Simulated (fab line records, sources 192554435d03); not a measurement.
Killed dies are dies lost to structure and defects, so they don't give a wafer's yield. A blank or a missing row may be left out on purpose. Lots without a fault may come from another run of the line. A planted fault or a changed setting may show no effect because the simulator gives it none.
One fault seen from 2 desks | flow n5_finfet | each desk has only its own numbers; what lay behind them comes last

THE TOOL OWNER'S DESK: ald_metal-04
The tool's own readings at N5_BEOL_M1_ALD_84 (deposits TaN, pulse time 2 s, purge time 3 s, co reactant purge time 2 s): means of the sampled wafers that have a number, for each lot that ran on this tool. A lot is out of limits, marked OUT, if its mean lies more than 4 standard deviations from the usual mean; the brackets give that distance.
Columns: A = heater_power_w at N5_BEOL_M1_ALD_84, usual 433 W
lot  | first seen here | A
L868 | day 6 04:58     | 435
L871 | day 7 09:11     | 398
L877 | day 8 14:42     | 445
L882 | day 9 18:17     | 410
L881 | day 10 00:07    | 383
L887 | day 10 22:42    | 433
L888 | day 11 01:43    | 467
This desk's finding: nothing out of limits on any of the 7 lots.

THE METROLOGY DESK
What the gauges read, lot by lot, whatever tool the lot ran on: means of the sampled wafers that have a number. A lot is out of limits, marked OUT, if its mean lies more than 4 standard deviations from the usual mean; the brackets give that distance. Of its 10 readings 7 are shown: those that lie furthest out on some lot.
Columns: A = DIBL_N at N5_BEOL_M4_RC_MEAS_101, usual 37.3 mV/V; B = IOFF_N at N5_BEOL_M4_RC_MEAS_101, usual 0.18 nA/um; C = IOFF_P at N5_BEOL_M4_RC_MEAS_101, usual 0.25 nA/um; D = SS_N at N5_BEOL_M4_RC_MEAS_101, usual 71.8 mV/dec; E = SS_P at N5_BEOL_M4_RC_MEAS_101, usual 73.6 mV/dec; F = VT_N at N5_BEOL_M4_RC_MEAS_101, usual 248 mV; G = VT_P at N5_BEOL_M4_RC_MEAS_101, usual -248 mV
lot  | first seen here | A    | B    | C    | D    | E    | F   | G
L868 | day 7 19:43     | 39.6 | 0.22 | 0.30 | 71.8 | 73.6 | 245 | -244
L871 | day 8 21:13     | 34.8 | 0.13 | 0.19 | 71.5 | 72.1 | 253 | -251
L870 | day 8 21:56     | 34.5 | 0.14 | 0.21 | 71.0 | 73.2 | 251 | -248
L877 | day 10 02:01    | 39.7 | 0.22 | 0.29 | 72.1 | 74.2 | 246 | -247
L882 | day 11 02:22    | 37.2 | 0.16 | 0.24 | 72.2 | 73.9 | 250 | -251
L881 | day 11 20:29    | 36.7 | 0.17 | 0.24 | 71.4 | 73.5 | 250 | -247
L887 | day 12 10:40    | 39.2 | 0.19 | 0.25 | 72.3 | 73.7 | 250 | -249
L888 | day 13 04:02    | 37.8 | 0.18 | 0.26 | 71.8 | 73.3 | 249 | -245
L891 | day 13 13:46    | 36.7 | 0.17 | 0.26 | 71.3 | 73.1 | 248 | -245
This desk's finding: nothing out of limits on any of the 9 lots.

PUT TOGETHER
The tool owner's desk saw nothing out of limits.
The metrology desk saw nothing out of limits.

WHAT THE SIMULATOR HAD PUT IN
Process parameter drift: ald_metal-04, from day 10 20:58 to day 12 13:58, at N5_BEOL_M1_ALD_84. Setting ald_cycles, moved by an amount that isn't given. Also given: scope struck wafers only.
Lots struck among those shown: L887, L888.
